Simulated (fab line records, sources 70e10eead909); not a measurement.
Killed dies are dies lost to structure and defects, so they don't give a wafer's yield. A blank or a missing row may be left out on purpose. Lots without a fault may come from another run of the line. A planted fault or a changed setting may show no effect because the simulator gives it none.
Which tool did it? | flow nand_harc | 13 lots, 39 wafers sampled, at 5 steps of a route of 1302

WHAT THE GAUGES READ, wafer by wafer
NHARC_THIN_TSV_INSPECT_40.
lot  | measured     | on                | raw_defect_count
L780 | day 24 17:21 | defect_inspect-02 | 526 555 598
L779 | day 24 17:22 | defect_inspect-01 | 508 571 463
L778 | day 24 17:22 | defect_inspect-02 | 606 551 610
L781 | day 25 09:28 | defect_inspect-02 | 639 691 699
L783 | day 26 21:26 | defect_inspect-02 | 711 527 514
L786 | day 26 21:26 | defect_inspect-01 | 586 561 444
L784 | day 27 03:23 | defect_inspect-01 | 533 465 578
L785 | day 28 08:43 | defect_inspect-02 | 523 555 671
L789 | day 28 12:39 | defect_inspect-01 | 546 578 549
L788 | day 28 12:39 | defect_inspect-02 | 590 703 530
L790 | day 29 11:47 | defect_inspect-02 | 642 631 559
L792 | day 30 04:31 | defect_inspect-01 | 650 597 592
L798 | day 32 17:23 | defect_inspect-01 | 426 413

NHARC_END_SORT_01.
lot  | measured     | on        | defect_limited_yield (%) | killed_at_array | killed_at_other | killed_at_periphery | killed_dies | killed_open | killed_short
L798 | day 32 20:58 | prober-02 | 95.4 93.8 0              | 26 39 672       | 1 2 0           | 4 1 5               | 31 42 677   | 7 4 1       | 1 2 3

WHICH TOOL RAN EACH LOT (tool, then ch and the chambers of the sampled wafers, then the start)
lot  | NHARC_A_BONDPAD_PRE_CLEAN_26            | NHARC_A_BONDPAD_PVD_27       | NHARC_THIN_TSV_ETCH_44
L780 | pvd_sputter-02, day 23 13:50 or earlier | pvd_sputter-02, day 23 13:50 | rie_diel-03 ch 0,1,3, day 24 03:45
L779 | pvd_sputter-03, day 23 14:17 or earlier | pvd_sputter-03, day 23 14:17 | rie_diel-03 ch 1,2, day 24 04:58
L778 | pvd_sputter-02, day 23 15:26 or earlier | pvd_sputter-02, day 23 15:26 | rie_diel-03 ch 1,2,3, day 24 06:06
L781 | pvd_sputter-02, day 24 05:26 or earlier | pvd_sputter-02, day 24 05:26 | rie_diel-03 ch 0,1,2, day 24 20:37
L783 | pvd_sputter-01, day 25 16:41 or earlier | pvd_sputter-01, day 25 16:41 | rie_diel-03 ch 0,1,2, day 26 09:45
L786 | pvd_sputter-03, day 25 22:46 or earlier | pvd_sputter-03, day 25 22:46 | rie_diel-01 ch 0,1, day 26 11:01
L784 | pvd_sputter-02, day 26 01:40 or earlier | pvd_sputter-02, day 26 01:40 | rie_diel-04 ch 0,1, day 26 15:38
L785 | pvd_sputter-03, day 27 05:43 or earlier | pvd_sputter-03, day 27 05:43 | rie_diel-04 ch 0,1,3, day 27 21:39
L789 | pvd_sputter-03, day 27 10:10 or earlier | pvd_sputter-03, day 27 10:10 | rie_diel-03 ch 0,2, day 28 02:04
L788 | pvd_sputter-03, day 27 14:08 or earlier | pvd_sputter-03, day 27 14:08 | rie_diel-01 ch 2,3, day 28 00:58
L790 | pvd_sputter-03, day 28 07:07 or earlier | pvd_sputter-03, day 28 07:07 | rie_diel-03 ch 1,2,3, day 28 22:08
L792 | pvd_sputter-03, day 29 02:06 or earlier | pvd_sputter-03, day 29 02:06 | rie_diel-01 ch 1,2, day 29 16:14
L798 | pvd_sputter-01, day 31 10:37 or earlier | pvd_sputter-01, day 31 10:37 | rie_diel-03 ch 1,3, day 32 04:20
- NHARC_A_BONDPAD_PRE_CLEAN_26: time 30 s.
- NHARC_A_BONDPAD_PVD_27: deposits Cu, target thk 30 nm, time 20.49 s.
- NHARC_THIN_TSV_ETCH_44: etches the open film in CF4/O2, target depth 1594.2 nm, time 797.1 s.

WHAT THE TOOLS THEMSELVES READ (means of the sampled wafers that have a number; where no wafer has one, the mark that the record gives instead)
NHARC_A_BONDPAD_PRE_CLEAN_26.
lot  | tool           | heater_power_w (W)
L780 | pvd_sputter-02 | 422
L779 | pvd_sputter-03 | 442
L778 | pvd_sputter-02 | 367
L781 | pvd_sputter-02 | 382
L783 | pvd_sputter-01 | 435
L786 | pvd_sputter-03 | 465
L784 | pvd_sputter-02 | 408
L785 | pvd_sputter-03 | 398
L789 | pvd_sputter-03 | 398
L788 | pvd_sputter-03 | 433
L790 | pvd_sputter-03 | 396
L792 | pvd_sputter-03 | 415
L798 | pvd_sputter-01 | 396

NHARC_A_BONDPAD_PVD_27.
lot  | tool           | substrate_temp_c (C) | throttle_valve_pct (%)
L780 | pvd_sputter-02 | 30.09                | 30.2
L779 | pvd_sputter-03 | 29.95                | 29.2
L778 | pvd_sputter-02 | 30.01                | 29.5
L781 | pvd_sputter-02 | 29.99                | 29.4
L783 | pvd_sputter-01 | 30.00                | 29.6
L786 | pvd_sputter-03 | 29.95                | 29.5
L784 | pvd_sputter-02 | 29.99                | 29.8
L785 | pvd_sputter-03 | 30.07                | 29.5
L789 | pvd_sputter-03 | 29.98                | 29.2
L788 | pvd_sputter-03 | 30.04                | 28.8
L790 | pvd_sputter-03 | 30.07                | 29.1
L792 | pvd_sputter-03 | 30.01                | 29.5
L798 | pvd_sputter-01 | 29.96                | 29.8

NHARC_THIN_TSV_ETCH_44.
lot  | tool        | drypump_motor_current_A (A) | oes_product_au (a.u.) | rf_vpp_V (V) | showerhead_plenum_p_Torr (Torr) | throttle_valve_pct (%)
L780 | rie_diel-03 | 5.7                         | 0.993                 | 797          | 1.88                            | 16.909
L779 | rie_diel-03 | 6.1                         | 0.996                 | 796          | 1.87                            | 16.914
L778 | rie_diel-03 | 5.6                         | 0.994                 | 795          | 1.85                            | 16.919
L781 | rie_diel-03 | 6.0                         | 0.995                 | 794          | 1.83                            | 16.921
L783 | rie_diel-03 | 6.0                         | 0.995                 | 794          | 1.83                            | 16.912
L786 | rie_diel-01 | 5.2                         | 1.015                 | 800          | 1.94                            | 16.914
L784 | rie_diel-04 | 5.4                         | 1.001                 | 799          | 1.90                            | 16.914
L785 | rie_diel-04 | 5.8                         | 0.990                 | 800          | 1.93                            | 16.919
L789 | rie_diel-03 | 5.9                         | 1.001                 | 792          | 1.79                            | 16.907
L788 | rie_diel-01 | 6.2                         | 1.000                 | 797          | 1.87                            | 16.914
L790 | rie_diel-03 | 5.6                         | 1.005                 | 796          | 1.85                            | 16.912
L792 | rie_diel-01 | 6.0                         | 1.010                 | 801          | 1.94                            | 16.914
L798 | rie_diel-03 | 5.7                         | 1.000                 | 800          | 1.92                            | 16.910

THE ANSWER, worked out from the rows above alone
Rule: what is usual is taken from the lots themselves. Put in order of their means at a reading, lots are off if they are a third of the lots or fewer, leave a main group of 4 or more, and stand apart from it by a gap of 3 or more times the standard deviation of the main group's means; of several such gaps the widest counts. A main group whose means are all the same, to the digits that the tables above print for the reading, isn't used. A lot without any number at a reading at which 4 lots or more have one is off too. The other lots that the step has rows for count as sound. The gauges are gone through in route order, then the tools' own readings, and for those a lot's mean is taken as printed above. The first step at which some lot is off is used, and at that step the reading that is off furthest; a lot without a number counts as furthest.
No lot is off at any reading shown: from this, nothing can be told.

WHAT THE SIMULATOR HAD PUT IN
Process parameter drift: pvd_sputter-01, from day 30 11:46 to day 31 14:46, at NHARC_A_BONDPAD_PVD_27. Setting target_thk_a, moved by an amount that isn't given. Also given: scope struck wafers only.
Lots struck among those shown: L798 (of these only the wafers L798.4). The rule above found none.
